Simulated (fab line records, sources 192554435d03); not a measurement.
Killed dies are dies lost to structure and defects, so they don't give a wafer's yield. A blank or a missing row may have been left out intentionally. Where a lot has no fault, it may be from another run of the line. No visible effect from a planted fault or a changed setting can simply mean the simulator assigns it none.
Which tool did it? -- flow n5Finfet -- 21 wafers from 7 lots sampled at 8 of the route's 1938 steps

WHAT THE GAUGES SHOWED, per wafer
N5_MOL_CONTACT_COAG_THK_MEAS_29.
lot,measured,on,MD_CAP_THK (nm)
L373,day 6 09:31,filmMetro-01,17.95 18.02 17.82
L376,day 7 08:00,filmMetro-02,17.79 17.88 17.90
L379,day 8 05:51,filmMetro-02,17.98 17.97 30.05
L380,day 8 09:46,filmMetro-01,17.98 17.90 17.85
L382,day 8 18:04,filmMetro-01,17.82 30.01 29.99
L389,day 10 10:01,filmMetro-01,17.83 17.93 17.87
L391,day 10 18:01,filmMetro-02,17.79 17.82 17.91

N5_BEOL_M4_RC_MEAS_101.
lot,measured,on,DIBL_N (mV/V),DIBL_P (mV/V),IOFF_N (nA/um),IOFF_P (nA/um),ION_N (uA/um),ION_P (uA/um),SS_N (mV/dec),SS_P (mV/dec),VT_N (mV),VT_P (mV)
L373,day 9 00:10,prober-01,37.8 35.7 36.8,37.2 35.6 37.0,0.193 0.148 0.185,0.243 0.210 0.239,674 670 691,465 464 470,71.1 70.6 71.4,74.0 73.3 73.5,246.9 250.1 247.2,-246 -248 -246
L376,day 10 10:51,prober-02,36.4 34.9 34.9,36.7 36.1 34.9,0.169 0.154 0.147,0.245 0.230 0.223,676 679 675,467 466 468,71.6 71.5 71.6,73.9 73.3 72.8,246.8 247.3 252.1,-246 -245 -246
L379,day 11 00:20,prober-01,38.0 35.7 35.8,37.9 35.1 35.1,0.180 0.140 0.141,0.227 0.175 0.172,677 677 655,463 456 449,71.9 71.7 71.4,73.6 73.2 72.9,247.7 252.3 253.1,-250 -255 -254
L380,day 11 16:56,prober-01,35.5 35.8 34.5,37.0 36.9 36.1,0.149 0.160 0.144,0.189 0.193 0.182,677 672 668,458 457 454,71.5 71.5 71.3,73.8 72.9 73.4,249.4 250.1 250.6,-251 -254 -250
L382,day 11 13:34,prober-01,36.8 36.0 35.6,34.0 33.6 33.8,0.151 0.138 0.136,0.169 0.161 0.166,666 667 671,454 451 457,71.4 71.5 71.4,72.9 72.5 73.1,248.8 253.7 252.2,-257 -254 -256
L389,day 13 06:14,prober-02,37.1 36.2 37.1,36.6 35.7 37.5,0.183 0.157 0.176,0.232 0.210 0.248,679 667 677,465 458 468,71.5 71.2 71.0,72.9 72.2 73.3,246.5 250.3 246.7,-248 -249 -245
L391,day 13 19:38,prober-01,35.3 37.3 35.1,34.7 35.9 34.5,0.137 0.166 0.135,0.179 0.192 0.178,669 671 668,460 452 457,71.7 71.9 71.5,72.8 72.1 72.3,250.5 249.3 253.9,-255 -252 -253

EACH LOT AND THE TOOL THAT RAN IT (in order: tool; ch and the chambers of the sampled wafers; start)
lot,N5_HKMG_FIN_W_FILL_22,N5_GATE_CUT_ETCH_58,N5_GATE_CUT_SAC_CAP_01,N5_GATE_CUT_CMP_02,N5_GATE_CUT_ETCH_19,N5_MOL_CONTACT_COAG_ETCH_47
L373,"cvdW-02 ch 0,1, day 5 15:23","rieDiel-04 ch 0,3, day 5 16:43","aldSin-02 ch 0,2, day 5 18:18","cmp-03 ch 0,3, day 5 20:52","rieDiel-06 ch 0,1, day 5 21:55","rieDiel-03 ch 0,3, day 6 11:46"
L376,"cvdW-02 ch 0, day 6 13:40","rieDiel-06 ch 0,2,3, day 6 14:49","aldSin-02 ch 1,3, day 6 15:08","cmp-03 ch 0,1,2, day 6 17:26","rieDiel-04 ch 0,1,2, day 6 18:38","rieDiel-01 ch 0,2,3, day 7 10:46"
L379,"cvdW-02 ch 0,1, day 7 10:29","rieDiel-02 ch 2,3, day 7 11:40","aldSin-02 ch 0,3, day 7 12:11","cmp-03 ch 0,1,2, day 7 14:27","rieDiel-06 ch 0,1,3, day 7 15:33","rieDiel-01 ch 1,2, day 8 08:00"
L380,"cvdW-01 ch 0,1, day 7 14:53","rieDiel-02 ch 0,2, day 7 16:02","aldSin-04 ch 1,3, day 7 16:22","cmp-02 ch 0,2, day 7 18:46","rieDiel-02 ch 0,2, day 7 19:58","rieDiel-01 ch 1,2, day 8 13:19"
L382,"cvdW-02 ch 0,1, day 7 22:06","rieDiel-02 ch 0,2,3, day 7 23:14","aldSin-02 ch 2,3, day 7 23:59","cmp-04 ch 0,1, day 8 02:16","rieDiel-02 ch 0,1, day 8 03:34","rieDiel-05 ch 0,1,2, day 8 21:53"
L389,"cvdW-02 ch 0,1, day 9 15:46","rieDiel-06 ch 1,2,3, day 9 16:55","aldSin-01 ch 0,2,3, day 9 17:13","cmp-02 ch 0,1,3, day 9 19:29","rieDiel-06 ch 0,2,3, day 9 20:41","rieDiel-05 ch 0,3, day 10 11:38"
L391,"cvdW-02 ch 0,1, day 9 23:43","rieDiel-04 ch 1,2, day 10 00:52","aldSin-01 ch 0,2,3, day 10 01:11","cmp-03 ch 0,1,3, day 10 03:32","rieDiel-06 ch 0,1,2, day 10 04:43","rieDiel-01 ch 0,1,3, day 10 21:03"
- N5_HKMG_FIN_W_FILL_22: material W, target thk 60 nm, time 18.2 s.
- N5_GATE_CUT_ETCH_58: etches SiNx in CH3F/O2, target depth 17 nm, time 128.6 s.
- N5_GATE_CUT_SAC_CAP_01: material SiNx, target thk 24 nm, pulse time 1 s, ald cycles 480.
- N5_GATE_CUT_CMP_02: polishes, stops on SiO2, t overpolish 12.7 s, target thk 0 nm.
- N5_GATE_CUT_ETCH_19: etches SiNx in CH3F/O2, target depth 53.7 nm, time 76.7 s.
- N5_MOL_CONTACT_COAG_ETCH_47: etches SiNx in CH3F/O2, stops on W, target depth 27 nm.

AS READ BY THE TOOLS THEMSELVES (means over the sampled wafers that have a number; for cases with no such wafer, the mark the record gives instead)
N5_HKMG_FIN_W_FILL_22.
lot,tool,heaterPowerW (W),throttleValvePct (%)
L373,cvdW-02,917,20.0
L376,cvdW-02,892,20.2
L379,cvdW-02,905,20.2
L380,cvdW-01,826,18.9
L382,cvdW-02,911,20.1
L389,cvdW-02,906,20.2
L391,cvdW-02,908,20.3

N5_GATE_CUT_ETCH_58.
lot,tool,O2_flow_sccm (sccm),drypumpMotorCurrentA (A),oesProductAu (a.u.),rfVppV (V),showerheadPlenumPTorr (Torr),throttleValvePct (%)
L373,rieDiel-04,20.01,5.70,0.77,98.4,2.05,16.56
L376,rieDiel-06,20.02,5.93,0.75,97.8,2.03,16.51
L379,rieDiel-02,20.02,5.39,0.75,99.2,1.97,16.27
L380,rieDiel-02,20.00,5.56,0.78,98.6,1.95,16.28
L382,rieDiel-02,20.01,5.67,0.74,99.5,1.99,16.42
L389,rieDiel-06,19.99,5.97,0.75,99.1,2.02,16.45
L391,rieDiel-04,20.01,5.94,0.90,99.0,2.01,15.92

N5_GATE_CUT_SAC_CAP_01.
lot,tool,heaterPowerW (W),precursorPulseHeightRel
L373,aldSin-02,903,1.016
L376,aldSin-02,833,0.991
L379,aldSin-02,846,1.009
L380,aldSin-04,748,0.981
L382,aldSin-02,1002,1.031
L389,aldSin-01,884,1.007
L391,aldSin-01,894,0.997

N5_GATE_CUT_CMP_02.
lot,tool,motorCurrentA (A),slurryFlowMlMin
L373,cmp-03,9.2,150.0
L376,cmp-03,9.5,149.7
L379,cmp-03,9.3,150.2
L380,cmp-02,8.0,150.0
L382,cmp-04,8.4,150.3
L389,cmp-02,9.3,150.3
L391,cmp-03,9.5,150.1

N5_GATE_CUT_ETCH_19.
lot,tool,O2_flow_sccm (sccm),drypumpMotorCurrentA (A),etchRfOnTimeS (s),oes_ar_750_au (a.u.),oesProductAu (a.u.),rfVppV (V),showerheadPlenumPTorr (Torr),throttleValvePct (%)
L373,rieDiel-06,20.01,5.87,77.2,0.71,0.60,300.9,2.06,16.61
L376,rieDiel-04,20.00,5.96,74.5,0.89,0.77,299.2,2.06,16.21
L379,rieDiel-06,19.99,5.97,74.2,0.73,0.63,301.1,2.02,16.52
L380,rieDiel-02,19.99,5.83,77.5,0.77,0.65,296.8,1.98,16.46
L382,rieDiel-02,19.93,5.95,70.3,0.73,0.63,298.9,1.99,16.66
L389,rieDiel-06,19.97,5.92,76.7,0.74,0.63,299.5,2.02,16.58
L391,rieDiel-06,19.92,5.85,77.7,0.71,0.59,300.7,2.06,16.59

N5_MOL_CONTACT_COAG_ETCH_47.
lot,tool,O2_flow_sccm (sccm),drypumpMotorCurrentA (A),etchRfOnTimeS (s),oes_ar_750_au (a.u.),oesProductAu (a.u.),rfVppV (V),showerheadPlenumPTorr (Torr),throttleValvePct (%)
L373,rieDiel-03,19.98,6.3,30.9,0.84,0.75,294.0,1.94,16.19
L376,rieDiel-01,19.95,5.3,31.2,0.78,0.70,299.9,2.09,16.08
L379,rieDiel-01,20.01,5.6,38.0,0.79,0.70,298.2,2.05,16.16
L380,rieDiel-01,19.92,5.6,31.3,0.78,0.70,297.4,2.05,16.15
L382,rieDiel-05,19.99,5.9,44.6,0.71,0.64,294.5,2.00,16.48
L389,rieDiel-05,20.03,5.3,31.9,0.71,0.62,295.8,2.03,16.52
L391,rieDiel-01,20.01,5.6,31.4,0.80,0.72,297.9,2.01,16.05

THE ANSWER, worked out from the rows above alone
Rule: usual is defined by the lots themselves. Put in order of their means at a reading, lots are off if they are a third of the lots or fewer, leave a main group of 4 or more, and stand apart from it by a gap of 3 or more times the standard deviation of the main group's means; of several such gaps the widest counts. Not used: any main group whose means are identical at the precision the tables above print for the reading. Also off: a lot with no number at a reading for which 4 or more lots have one. The other lots that the step has rows for count as sound. First the gauges in route order, then the tools' own readings, where a lot's mean is used as printed above. The first step at which some lot is off is used, and at that step the reading that is off furthest; a lot without a number counts as furthest.
Off: L379, L382, at N5_MOL_CONTACT_COAG_THK_MEAS_29 (MD_CAP_THK). The main group has a mean of 17.88 nm with a standard deviation of 0.033.
If a tool, at a process step before that reading, ran all the lots that are off and no sound lot after the first of them, it fits. Not tried: the gauges at N5_MOL_CONTACT_COAG_THK_MEAS_29; whatever is off there is also off at N5_MOL_CONTACT_COAG_ETCH_47, on other tools, and gauge error can't account for it. One fits: aldSin-02 at N5_GATE_CUT_SAC_CAP_01. A fault onset in the window from L376 (day 6 15:08, its last sound lot) to L379 (day 7 12:11, its first lot off) fits.

WHAT THE SIMULATOR PUT IN
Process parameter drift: aldSin-02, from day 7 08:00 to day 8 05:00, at N5_GATE_CUT_SAC_CAP_01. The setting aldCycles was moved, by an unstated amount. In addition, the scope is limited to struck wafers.
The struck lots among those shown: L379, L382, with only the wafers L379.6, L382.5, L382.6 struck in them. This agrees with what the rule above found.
